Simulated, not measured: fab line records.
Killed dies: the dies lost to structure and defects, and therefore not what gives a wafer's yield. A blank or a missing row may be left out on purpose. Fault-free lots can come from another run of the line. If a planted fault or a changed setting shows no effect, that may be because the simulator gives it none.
Split-lot study -- flow n5_finfet -- on a route of 1938 steps: 7 lots, 21 wafers read

## ABOUT THE SPLIT
At N5_BEOL_M11_COAT_22 (resist thk 90 nm), the setting spin_rpm was moved away from the recipe's 1500 rpm on 6 of the 21 wafers read, by -8.3% to -5.1%. For the rest of the wafers, this setting stayed at what the recipe calls for.

## FROM THE SPLIT TO THE READING: what the file shows between them, 6 steps
- N5_BEOL_M11_EBR_24
- N5_BEOL_M11_SOFTBAKE_23: time 60 s
- N5_BEOL_M11_EXPOSE_25: exposes mask V10
- N5_BEOL_M11_PEB_26: peb time 60 s
- N5_BEOL_M11_DEVELOP_27: develop time 30 s
- N5_BEOL_M11_DESCUM_33: chemistry O2, time 7.9 s

## THE READING
CAR-ArF_of_BEOL_M11_COAT_22.thk_nm (the simulator's own value, which no gauge read), in nm, at N5_BEOL_M11_ETCH_65 (etches SiARC in CF4, target depth 39 nm, time 65 s). The file gives no usual value for it. Across the 15 wafers here that went through the recipe, the average is 55.3 nm and the standard deviation 0.35 nm.

wafer,"tool, chamber at the split","spin_rpm as run, rpm",against the recipe,"CAR-ArF_of_BEOL_M11_COAT_22.thk_nm, nm",against lot-mates on the recipe
L076.2,"litho_track-03, 0",1500,recipe,54.8,-
L076.4,"litho_track-03, 0",1500,recipe,54.8,-
L076.6,"litho_track-03, 0",1500,recipe,54.6,-
L082.1,"litho_track-03, 0",1376,-8.3%,59.4,+3.8
L082.2,"litho_track-03, 0",1376,-8.3%,59.2,+3.6
L082.4,"litho_track-03, 0",1500,recipe,55.6,-
L085.2,"litho_track-03, 0",1500,recipe,55.4,-
L085.3,"litho_track-03, 0",1500,recipe,55.4,-
L085.5,"litho_track-03, 0",1500,recipe,55.6,-
L090.1,"litho_track-02, 0",1500,recipe,55.8,-
L090.2,"litho_track-02, 0",1412,-5.9%,58,+2.2
L090.6,"litho_track-02, 0",1412,-5.9%,58.4,+2.6
L091.1,"litho_track-04, 0",1500,recipe,55.2,-
L091.4,"litho_track-04, 0",1500,recipe,55.4,-
L091.5,"litho_track-04, 0",1412,-5.9%,57.8,+2.5
L096.3,"litho_track-03, 0",1500,recipe,55.2,-
L096.5,"litho_track-03, 0",1500,recipe,55.6,-
L096.6,"litho_track-03, 0",1500,recipe,55.4,-
L095.4,"litho_track-03, 0",1500,recipe,55.8,-
L095.5,"litho_track-03, 0",1500,recipe,55.4,-
L095.6,"litho_track-03, 0",1423,-5.1%,58.2,+2.6

FIT RESULTS
A straight line over all 21 wafers: CAR-ArF_of_BEOL_M11_COAT_22.thk_nm changes by -0.482 nm for each +1% of spin_rpm; r = -0.98; the points scatter about the line by 0.34 nm.
The same after taking each lot's own level away (the mean of its wafers on the recipe; 21 wafers): -0.441 nm for each +1%; r = -0.99; scatter 0.17 nm.
That fit puts the effect of the largest move of spin_rpm on the reading at 3.6 nm.
Across the lots, their own levels run from 54.73 to 55.80 nm, a range of 3.1 times the standard deviation given above.
The two slopes are in agreement: the lot-to-lot level therefore moves the slope only a little.
Check: +3.59 nm against its lot-mates is what the line predicts for one of the wafers moved furthest among these (-8.3%) when that wafer is left out of the fit. It came out at +3.8 nm against them.

## THE OTHER SPLITS THESE WAFERS WENT THROUGH
Other splits were also applied to these wafers ahead of the reading. Each is held against what the fit with the lots' levels taken away leaves over:
other split on the same wafers,wafers away from the commonest value,r with CAR-ArF_of_BEOL_M11_COAT_22.thk_nm (lot level and that fit taken away)
N5_BEOL_M8_PECVD_70 temp_c,7,-0.14
N5_BEOL_M9_COAT_05 spin_rpm,5,+0.16
N5_BEOL_M9_TRENCH_ETCH_37 time_s,9,-0.40
N5_BEOL_M9_ALD_74 ald_cycles,7,-0.09
N5_BEOL_M11_DESCUM_16 time_s,10,+0.05

## THE WHOLE CHAIN: every reading that the file lists as answering this split, in the file's order
step,what it does,reading,change (the file's fit),r (the file's)
N5_BEOL_M11_COAT_22,resist thk 90 nm,"CAR-ArF_of_BEOL_M11_COAT_22.thk_nm (the simulator's own value, which no gauge read)",-0.452 nm for each +1% of the setting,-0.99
N5_BEOL_M11_DEVELOP_27,develop time 30 s,"CAR-ArF_of_BEOL_M11_COAT_22.thk_nm (the simulator's own value, which no gauge read)",-0.464 nm for each +1% of the setting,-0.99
N5_BEOL_M11_ETCH_65,"etches SiARC in CF4, target depth 39 nm, time 65 s","CAR-ArF_of_BEOL_M11_COAT_22.thk_nm (the simulator's own value, which no gauge read)",-0.444 nm for each +1% of the setting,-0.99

## FILE'S OWN FIT
CAR-ArF_of_BEOL_M11_COAT_22.thk_nm changes by -0.444 nm for each +1% of spin_rpm, r = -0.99.
